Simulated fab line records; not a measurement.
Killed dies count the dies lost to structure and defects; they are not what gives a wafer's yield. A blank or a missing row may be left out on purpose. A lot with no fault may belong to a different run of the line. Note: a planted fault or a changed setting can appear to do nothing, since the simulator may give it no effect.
Comparing a struck lot with a sound one    flow n5_finfet    35 out of 1938 route steps
Sound: the wafers L608.3, L608.4, L608.5. Struck: wafers L615.4, L615.5 (left out: L615.6, a lot-mate that was not struck); the cause follows at the end.
At each step with rows: each side's tool, then ch and its chambers, then its first start. Under that, the readings that differ: sound wafers    struck wafers    difference of the means    sigmas: that difference in standard deviations of wafers without a fault.
alike: readings with means less than 2 such deviations apart, plus words and numbers identical on both sides. not compared: withheld readings, readings lacking a value on some wafer, bounds such as >300 that could conceal the same value, and numbers that have no deviation in the record and whose values overlap.
Wherever a step has rows on one side only, a row that says differs or no value, or a row with sigmas, the two part there. Numbers that have no deviation but don't overlap get no sigmas and don't part them. A reading missing from all wafers of one side parts the sides only when that side holds two or more wafers.

first, 12 steps without rows for these wafers: N5_BEOL_M4_ANNEAL_82 (time 240 s); N5_BEOL_M4_SPUTTER_86 (material Cu, target thk 4.5 nm, time 8.29 s); N5_BEOL_M4_ANNEAL_87 (time 240 s); N5_BEOL_M4_SPUTTER_88 (material Cu, target thk 4.5 nm, time 8.29 s); N5_BEOL_M4_ANNEAL_89 (time 240 s); N5_BEOL_M4_SPUTTER_90 (material Cu, target thk 4.5 nm, time 8.29 s); N5_BEOL_M4_ANNEAL_91 (time 240 s); N5_BEOL_M4_SPUTTER_92 (material Cu, target thk 4.5 nm, time 8.29 s); N5_BEOL_M4_ANNEAL_93 (time 240 s); N5_BEOL_M4_SPUTTER_94 (material Cu, target thk 4.5 nm, time 8.29 s); N5_BEOL_M4_ANNEAL_95 (time 240 s); N5_BEOL_M4_SPUTTER_96 (material Cu, target thk 4.5 nm, time 8.29 s).
N5_BEOL_M4_ECD_50: material Cu, target thk 300 nm.
  sound on ecd_cu-02 ch 0,1, day 9 06:01; struck on ecd_cu-01 ch 0,1, day 11 10:05
then, 21 steps without rows for these wafers: N5_BEOL_M4_ANNEAL_51 (time 90 s); N5_BEOL_M4_CMP_52 (polishes, stops on SiOC, t overpolish 6.8 s, target thk 40 nm); N5_BEOL_M4_PRE_CLEAN_60 (time 15 s); N5_BEOL_M4_CO_CAP_55 (material Co, precursor CCTBA/H2, target thk 2 nm, time 102.1 s); N5_BEOL_M4_PRE_CLEAN_56 (time 15 s); N5_BEOL_M4_DEP_57 (deposits SiCN from 3MS/NH3, target thk 8 nm, time 14 s); N5_BEOL_M5_ILD_DEP_00 (deposits SiCOH lowk from DEMS/porogen, target thk 140.64 nm, time 25.9 s); N5_BEOL_M5_CURE_79 (cures SiCOH lowk, time 240 s); N5_BEOL_M5_PECVD_70 (deposits SiO2 from TEOS/O2, target thk 16 nm, time 18 s); N5_BEOL_M5_HM_DEP_02 (deposits TiN, target thk 20 nm); N5_BEOL_M5_COAT_59 (time 60 s, resist thk 60 nm); N5_BEOL_M5_COAT_60 (time 60 s, resist thk 12 nm); N5_BEOL_M5_COAT_71 (time 60 s, resist thk 5 nm); N5_BEOL_M5_COAT_05 (resist thk 30 nm); N5_BEOL_M5_EBR_07; N5_BEOL_M5_SOFTBAKE_06 (time 60 s); N5_BEOL_M5_EXPOSE_08 (exposes mask M5, target cd 28 nm); N5_BEOL_M5_PEB_09 (peb time 60 s); N5_BEOL_M5_DEVELOP_10 (develop time 30 s); N5_BEOL_M5_DESCUM_16 (chemistry O2, time 7 s); N5_BEOL_M5_ETCH_72 (etches underlayer in N2/H2, target depth 6.5 nm, time 5.2 s).
-- the record jumps here: 4 days lie between the struck wafers' starts before and after (it left off in module BEOL_M5 and takes up again in module PASSIVATION, whose first step shown is number 1936 of the route) --
N5_PASSIVATION_PROBE_49:
  sound: prober-01 at day 13 11:36; struck: prober-01 at day 15 15:43
reading                   sound           struck     difference  sigmas
defect_limited_yield (%)  89.7 89.6 91.5  71.9 72.9  -17.9       -12
killed_at_M4_up           9 16 10         245 258    +240        +42
killed_dies               122 123 100     331 320    +210        +12
killed_on_rim             9 18 13         46 53      +36         +8
sort_bin_5_function (%)   6.3 5.8 5.0     16.7 15.1  +10.2       +11
sort_bin_6_memory (%)     3.6 4.2 2.6     10.4 11.3  +7.4        +11
sort_n_pass               1058 1057 1080  849 860    -210        -12
sort_yield_pct (%)        89.7 89.6 91.5  71.9 72.9  -17.9       -12
  alike: killed_at_M0_to_M3, killed_at_contacts, killed_at_front_end, killed_at_other, killed_open, killed_short

## WHERE THEY PART
N5_PASSIVATION_PROBE_49 only, going by this record.

WHY: whatever the simulator had introduced
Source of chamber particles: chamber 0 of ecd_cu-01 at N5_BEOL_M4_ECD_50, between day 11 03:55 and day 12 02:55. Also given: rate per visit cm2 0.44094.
